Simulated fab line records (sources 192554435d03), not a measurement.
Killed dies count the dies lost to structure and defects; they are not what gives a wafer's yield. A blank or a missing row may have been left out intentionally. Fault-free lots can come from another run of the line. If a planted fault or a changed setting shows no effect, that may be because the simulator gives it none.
Split-lot trial    flow n5_finfet    21 wafers read from 7 lots, route of 1938 steps

## THE SPLIT ITSELF
At N5_BEOL_M2_ETCH_69 (etches SiARC in CF4, target depth 15.6 nm, time 26 s), the setting bias_w was moved away from the recipe's 36 W on 7 of the 21 wafers read, by -14.5% to +7.7%. For the rest of the wafers, this setting stayed at what the recipe calls for.

Reading taken at the split's own step.

## THE READING
rf_vpp_V, in V, at N5_BEOL_M2_ETCH_69 (etches SiARC in CF4, target depth 15.6 nm, time 26 s). A value of 184.3 V with a standard deviation of 1.3 V is what fault-free wafers of this fab line usually give.

wafer   tool, chamber at the split  bias_w as run, W  against the recipe  rf_vpp_V, V  against lot-mates on the recipe
L076.2  rie_diel-01, 0              36                recipe              183.9        -
L076.4  rie_diel-01, 2              31.48             -12.6%              167.8        -16.1
L076.6  rie_diel-01, 2              31.48             -12.6%              168.2        -15.7
L078.1  rie_diel-06, 2              36                recipe              184.7        -
L078.3  rie_diel-06, 0              36                recipe              185.9        -
L078.6  rie_diel-06, 3              30.79             -14.5%              166.7        -18.6
L079.2  rie_diel-05, 1              36                recipe              185.0        -
L079.5  rie_diel-05, 2              36                recipe              183.2        -
L079.6  rie_diel-05, 1              36                recipe              184.7        -
L083.3  rie_diel-06, 3              36                recipe              186.0        -
L083.5  rie_diel-06, 1              36                recipe              185.0        -
L083.6  rie_diel-06, 0              36                recipe              186.2        -
L086.1  rie_diel-01, 0              36                recipe              184.4        -
L086.5  rie_diel-01, 3              36                recipe              184.8        -
L086.6  rie_diel-01, 0              38.77             +7.7%               192.2        +7.6
L094.2  rie_diel-06, 3              32.77             -9.0%               175.0        -8.9
L094.3  rie_diel-06, 3              36                recipe              184.4        -
L094.6  rie_diel-06, 3              36                recipe              183.4        -
L096.2  rie_diel-01, 0              36                recipe              181.6        -
L096.5  rie_diel-01, 3              31.43             -12.7%              167.0        -14.6
L096.6  rie_diel-01, 0              31.43             -12.7%              169.1        -12.5

THE FIT
A straight line over all 21 wafers: rf_vpp_V changes by +1.24 V for each +1% of bias_w; r = +0.99; the points scatter about the line by 1.3 V.
The same after taking each lot's own level away (the mean of its wafers on the recipe; 21 wafers): +1.16 V for each +1%; r = +0.99; scatter 1 V.
Per that fit: largest bias_w move, reading shift of 17 V.
The lots' own levels span 181.60 to 185.73 V, that is 3.2 times the standard deviation above.
Hence the lot-to-lot level has little effect on the slope; both slopes agree.
Check: -16.4 V against its lot-mates is what the line predicts for one of the wafers moved furthest among these (-14.5%) when that wafer is left out of the fit. Against them it came out at -18.6 V.
Tool readings at the split's step, against how far the setting was moved: etch_rf_on_time_s r = -0.77; rf_vpp_V r = +0.99.

## OTHER SPLITS APPLIED TO THESE WAFERS
Note: prior to the reading, these wafers also went through further splits. Each is held against what the fit with the lots' levels taken away leaves over:
other split on the same wafers         wafers away from the commonest value  r with rf_vpp_V (lot level and that fit taken away)
N5_ILD0_CMP_03 down_force_psi          8                                     +0.14
N5_ILD0_CMP_12 down_force_psi          9                                     -0.20
N5_GATE_CUT_DESCUM_18 time_s           4                                     +0.00
N5_GATE_CUT_ETCH_37 bias_w             7                                     +0.15
N5_GATE_CUT_ALD_22 ald_cycles          10                                    -0.26
N5_MOL_CONTACT_COAG_ALD_27 time_s      7                                     -0.54
N5_MOL_CONTACT_COAG_EXPOSE_81 dose_mj  8                                     -0.01
N5_BEOL_M0_SAQP_PECVD_97 time_s        5                                     +0.19
N5_BEOL_M0_SAQP_COAT_08 spin_rpm       6                                     -0.03
N5_BEOL_M0_SAQP_COAT_34 spin_rpm       7                                     +0.30

## THE WHOLE CHAIN: every reading that the file lists as answering this split, in the file's order
step                what it does                                          reading            change (the file's fit)               r (the file's)
N5_BEOL_M2_ETCH_69  etches SiARC in CF4, target depth 15.6 nm, time 26 s  etch_rf_on_time_s  withheld for each +1% of the setting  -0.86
N5_BEOL_M2_ETCH_69  etches SiARC in CF4, target depth 15.6 nm, time 26 s  rf_vpp_V           +1.17 V for each +1% of the setting   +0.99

## THE FILE'S OWN FIT
rf_vpp_V changes by +1.17 V for each +1% of bias_w, r = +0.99.
